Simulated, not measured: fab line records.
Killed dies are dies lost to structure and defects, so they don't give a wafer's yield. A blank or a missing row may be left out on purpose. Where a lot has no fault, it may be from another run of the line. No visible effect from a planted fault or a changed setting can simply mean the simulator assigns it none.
Which tool is to blame? -- flow n5 finfet -- 12 lots, 35 wafers sampled, at 5 steps of a route of 1938

## WHAT EACH GAUGE READ, for each wafer
N5_HKMG_FIN_INSPECT_61: inspects for defects (macro). Usual: raw defect count at 2.0, with a standard deviation of 1.4.
lot,measured,on,raw defect count,flag
L528,day 4 06:47,defect inspect-02,3 1 3,
L531,day 4 20:37,defect inspect-01,0 3 0,
L532,day 5 05:48,defect inspect-02,3 2 3,
L534,day 5 17:04,defect inspect-02,1 2 4,
L535,day 6 02:43,defect inspect-02,0 2 1,
L536,day 6 09:45,defect inspect-02,1 4 3,
L537,day 6 12:02,defect inspect-01,3 4 1,
L539,day 6 23:09,defect inspect-02,4 2,
L540,day 7 09:18,defect inspect-02,3 1 1,
L547,day 9 00:35,defect inspect-02,>300 >300 >300,OFF
L548,day 9 07:34,defect inspect-01,>300 >300 >300,OFF
L549,day 9 14:22,defect inspect-01,>300 >300 >300,OFF

## EACH LOT AND THE TOOL THAT RAN IT (in order: tool; ch and the chambers of the sampled wafers; start)
lot,N5_SDB_CMP_30,N5_HKMG_FIN_HK_ALD_01,N5_HKMG_FIN_HK_ANNEAL_02,N5_HKMG_FIN_ALD_75
L528,"cmp-04 ch 0,3, day 4 04:47","ald hk-01 ch 1,2,3, day 4 05:47","rtp anneal-02 ch 0, day 4 06:00","ald hk-02 ch 0,1,2, day 4 06:16"
L531,"cmp-04 ch 0,1, day 4 18:42","ald hk-03 ch 0,2,3, day 4 19:37","rtp anneal-02 ch 0, day 4 19:49","ald hk-01 ch 0,1, day 4 20:05"
L532,"cmp-01 ch 0,2,3, day 5 03:36","ald hk-03 ch 1,2,3, day 5 04:48","rtp anneal-01 ch 0, day 5 04:59","ald hk-01 ch 0,2,3, day 5 05:17"
L534,"cmp-04 ch 0,2,3, day 5 15:16","ald hk-03 ch 2,3, day 5 16:12","rtp anneal-02 ch 0, day 5 16:23","ald hk-01 ch 2,3, day 5 16:40"
L535,"cmp-03 ch 0,1,2, day 6 00:45","ald hk-03 ch 2,3, day 6 01:42","rtp anneal-01 ch 0, day 6 02:03","ald hk-01 ch 0,2, day 6 02:19"
L536,"cmp-04 ch 2,3, day 6 07:55","ald hk-03 ch 1,2, day 6 08:49","rtp anneal-01 ch 0, day 6 09:07","ald hk-03 ch 0,1, day 6 09:21"
L537,"cmp-04 ch 0,1,3, day 6 10:10","ald hk-02 ch 0,2,3, day 6 11:02","rtp anneal-01 ch 0, day 6 11:14","ald hk-03 ch 0,2,3, day 6 11:31"
L539,"cmp-04 ch 1,2, day 6 21:10","ald hk-01 ch 1,2, day 6 22:06","rtp anneal-01 ch 0, day 6 22:22","ald hk-02 ch 0,3, day 6 22:38"
L540,"cmp-04 ch 0,1,2, day 7 07:27","ald hk-01 ch 0,2,3, day 7 08:17","rtp anneal-02 ch 0, day 7 08:35","ald hk-02 ch 0,1, day 7 08:47"
L547,"cmp-04 ch 0,1,2, day 8 22:47","ald hk-01 ch 2,3, day 8 23:43","rtp anneal-01 ch 0, day 8 23:59","ald hk-02 ch 0,1,3, day 9 00:11"
L548,"cmp-04 ch 0,1,2, day 9 05:35","ald hk-01 ch 0,1, day 9 06:34","rtp anneal-02 ch 0, day 9 06:47","ald hk-02 ch 0,2,3, day 9 07:03"
L549,"cmp-03 ch 0,1,3, day 9 12:25","ald hk-01 ch 0,1,3, day 9 13:19","rtp anneal-01 ch 0, day 9 13:32","ald hk-02 ch 1,2,3, day 9 13:50"
- N5_SDB_CMP_30: polishes, stops on poly-Si, t overpolish 1.54 s, target thk 30 nm.
- N5_HKMG_FIN_HK_ALD_01: deposits HfO2, target thk 1.6 nm, pulse time 3 s, purge time 3 s.
- N5_HKMG_FIN_HK_ANNEAL_02: time 30 s.
- N5_HKMG_FIN_ALD_75: deposits Al2O3, target thk 1 nm, co reactant pulse time 1 s.

## AS READ BY THE TOOLS THEMSELVES (means over the sampled wafers that have a number; for cases with no such wafer, the mark the record gives instead)
N5_SDB_CMP_30. Usual: motor current A 11.8 A, standard deviation 0.92; overpolish run s 1.541 s, standard deviation 0.0091; time to endpoint s 16.7 s, standard deviation 2.5.
lot,tool,motor current A (A),overpolish run s (s),time to endpoint s (s),flag
L528,cmp-04,11.8,1.537,15.3,
L531,cmp-04,11.9,1.546,15.5,
L532,cmp-01,11.4,1.548,16.0,
L534,cmp-04,12.6,1.543,17.8,
L535,cmp-03,12.5,1.531,17.5,
L536,cmp-04,11.1,1.541,20.2,
L537,cmp-04,12.1,1.542,14.9,
L539,cmp-04,11.8,1.544,14.7,
L540,cmp-04,12.2,1.534,13.8,
L547,cmp-04,12.0,1.538,15.6,
L548,cmp-04,12.2,1.540,14.5,
L549,cmp-03,11.8,1.533,18.5,

N5_HKMG_FIN_HK_ALD_01. Usual: precursor pulse height rel at 0.999, with a standard deviation of 0.018.
lot,tool,precursor pulse height rel,flag
L528,ald hk-01,0.981,
L531,ald hk-03,0.992,
L532,ald hk-03,0.980,
L534,ald hk-03,1.011,
L535,ald hk-03,1.002,
L536,ald hk-03,1.014,
L537,ald hk-02,1.000,
L539,ald hk-01,1.002,
L540,ald hk-01,0.998,
L547,ald hk-01,1.007,
L548,ald hk-01,1.010,
L549,ald hk-01,0.992,

N5_HKMG_FIN_HK_ANNEAL_02. Usual: lamp power pct 8.80 %, standard deviation 0.053; lamp_zone_3_pct 8.797 %, standard deviation 0.012; wafer_temp_C_max 703.0, standard deviation 0.75.
lot,tool,lamp power pct (%),lamp_zone_3_pct (%),wafer_temp_C_max,flag
L528,rtp anneal-02,8.79,8.802,703.4,
L531,rtp anneal-02,8.79,8.802,702.7,
L532,rtp anneal-01,8.81,8.791,702.8,
L534,rtp anneal-02,8.80,8.792,703.3,
L535,rtp anneal-01,8.82,8.805,702.9,
L536,rtp anneal-01,8.74,8.796,703.1,
L537,rtp anneal-01,8.82,8.791,702.9,
L539,rtp anneal-01,8.87,8.793,703.9,
L540,rtp anneal-02,8.81,8.791,704.1,
L547,rtp anneal-01,8.77,8.801,703.3,
L548,rtp anneal-02,8.73,8.786,703.0,
L549,rtp anneal-01,8.80,8.798,704.3,

N5_HKMG_FIN_ALD_75. Usual: heater power w 164 W, standard deviation 21; precursor pulse height rel 0.997, standard deviation 0.02.
lot,tool,heater power w (W),precursor pulse height rel,flag
L528,ald hk-02,161,0.993,
L531,ald hk-01,180,0.982,
L532,ald hk-01,174,1.001,
L534,ald hk-01,169,0.996,
L535,ald hk-01,175,0.984,
L536,ald hk-03,179,1.008,
L537,ald hk-03,157,1.015,
L539,ald hk-02,162,0.998,
L540,ald hk-02,151,1.001,
L547,ald hk-02,154,0.994,
L548,ald hk-02,167,0.992,
L549,ald hk-02,151,0.998,

## THE ANSWER, worked out from the rows above alone
Rule: a lot is off if the mean of its wafers that have a number lies more than 3 standard deviations from the usual mean. Also off: a lot with no number at a reading for which 4 or more lots have one. Any other lot the step has rows for is counted as sound. After the gauges, taken in route order, come the tools' own readings; for these a lot's mean is taken, as printed above. The first step at which some lot is off is used, and at that step the reading that is off furthest; a lot without a number counts as furthest.
Off at N5_HKMG_FIN_INSPECT_61 (raw defect count): L547, L548, L549. Without a number there: L547, L548, L549.
A tool fits if, at a process step before that reading, it ran every lot that is off, and no sound lot after the first of them. Those tools and the gauges at N5_HKMG_FIN_INSPECT_61 are tried in the same way. Can't be told from this: 2 tools fit, ald hk-01 at N5_HKMG_FIN_HK_ALD_01, ald hk-02 at N5_HKMG_FIN_ALD_75.

## WHAT THE SIMULATOR HAD INSERTED
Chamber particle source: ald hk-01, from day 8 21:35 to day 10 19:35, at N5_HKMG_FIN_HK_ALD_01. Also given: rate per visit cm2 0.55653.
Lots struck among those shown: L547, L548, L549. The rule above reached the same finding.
